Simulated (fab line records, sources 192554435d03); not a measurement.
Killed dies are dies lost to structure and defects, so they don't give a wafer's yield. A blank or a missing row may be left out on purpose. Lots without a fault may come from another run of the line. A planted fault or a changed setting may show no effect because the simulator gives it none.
Chamber matching | flow n5_finfet | N5_BEOL_M4_ETCH_77 on rie_diel-05: 4 sister chambers
The step etches underlayer in N2/H2, target depth 6.5 nm, time 5.2 s. 18 wafers are shown with their chamber, then 9 later ones without.

WAFERS WITH THEIR CHAMBER
wafer  | chamber | drypump_motor_current_A (A) | throttle_valve_pct (%) | showerhead_plenum_p_Torr (Torr)
L074.4 | 0       | 5.6                         | 17.86                  | 2.66
L074.5 | 1       | 6.1                         | 17.92                  | 2.63
L074.6 | 2       | 5.9                         | 17.45                  | 2.62
L077.1 | 1       | 6.1                         | 17.95                  | 2.63
L077.2 | 2       | 5.9                         | 17.50                  | 2.61
L077.4 | 0       | 5.5                         | 17.87                  | 2.65
L080.2 | 3       | 6.1                         | 18.01                  | 2.64
L080.4 | 0       | 5.6                         | 17.89                  | 2.65
L080.5 | 3       | 6.1                         | 18.02                  | 2.64
L079.1 | 1       | 6.1                         | 17.95                  | 2.63
L079.4 | 3       | 6.1                         | 18.01                  | 2.64
L079.5 | 1       | 6.1                         | 17.95                  | 2.63
L082.2 | 2       | 5.9                         | 17.50                  | 2.61
L082.3 | 0       | 5.6                         | 17.89                  | 2.65
L082.6 | 0       | 5.5                         | 17.90                  | 2.65
L085.3 | 0       | 5.6                         | 17.90                  | 2.64
L085.5 | 3       | 6.1                         | 18.06                  | 2.63
L085.6 | 2       | 5.9                         | 17.53                  | 2.60

SIGNATURES (means of the wafers above)
reading                  | chamber 0 | chamber 1 | chamber 2 | chamber 3 | scatter within a chamber
drypump_motor_current_A  | 5.567     | 6.100     | 5.900     | 6.100     | 0.0309
throttle_valve_pct       | 17.8850   | 17.9425   | 17.4950   | 18.0250   | 0.0224
showerhead_plenum_p_Torr | 2.6500    | 2.6300    | 2.6100    | 2.6375    | 0.00582
Rule: a wafer's distance from a chamber is the root of the sum, over the readings, of the square of ((its reading less the chamber's mean) divided by the reading's scatter). The wafer belongs to the nearest chamber; if the next one is less than 2 further off, it can't be placed. The scatter: the root of (the sum of the squares of (reading less its chamber's mean) over the shown wafers, divided by (wafers less chambers)).

WAFERS WITHOUT THEIR CHAMBER
wafer  | drypump_motor_current_A (A) | throttle_valve_pct (%) | showerhead_plenum_p_Torr (Torr)
L089.1 | 5.9                         | 17.53                  | 2.60
L089.2 | 5.5                         | 17.92                  | 2.64
L089.4 | 6.1                         | 18.03                  | 2.63
L092.3 | 6.1                         | 18.01                  | 2.62
L092.4 | 6.1                         | 18.05                  | 2.63
L092.5 | 5.6                         | 17.92                  | 2.64
L097.1 | 5.6                         | 17.94                  | 2.63
L097.2 | 6.1                         | 18.09                  | 2.62
L097.4 | 6.1                         | 18.01                  | 2.61

WHICH CHAMBER EACH WENT THROUGH
wafer  | from the rows above     | in truth
L089.1 | 2                       | 2
L089.2 | 0                       | 0
L089.4 | 3                       | 3
L092.3 | can't be placed: 3 or 1 | 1
L092.4 | 3                       | 3
L092.5 | 0                       | 0
L097.1 | 0                       | 0
L097.2 | 3                       | 3
L097.4 | can't be placed: 1 or 3 | 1
Placed correctly: 7 of 9. Can't be placed from these rows: 2 (the true chamber is among the candidates in 2). Placed wrongly: 0.
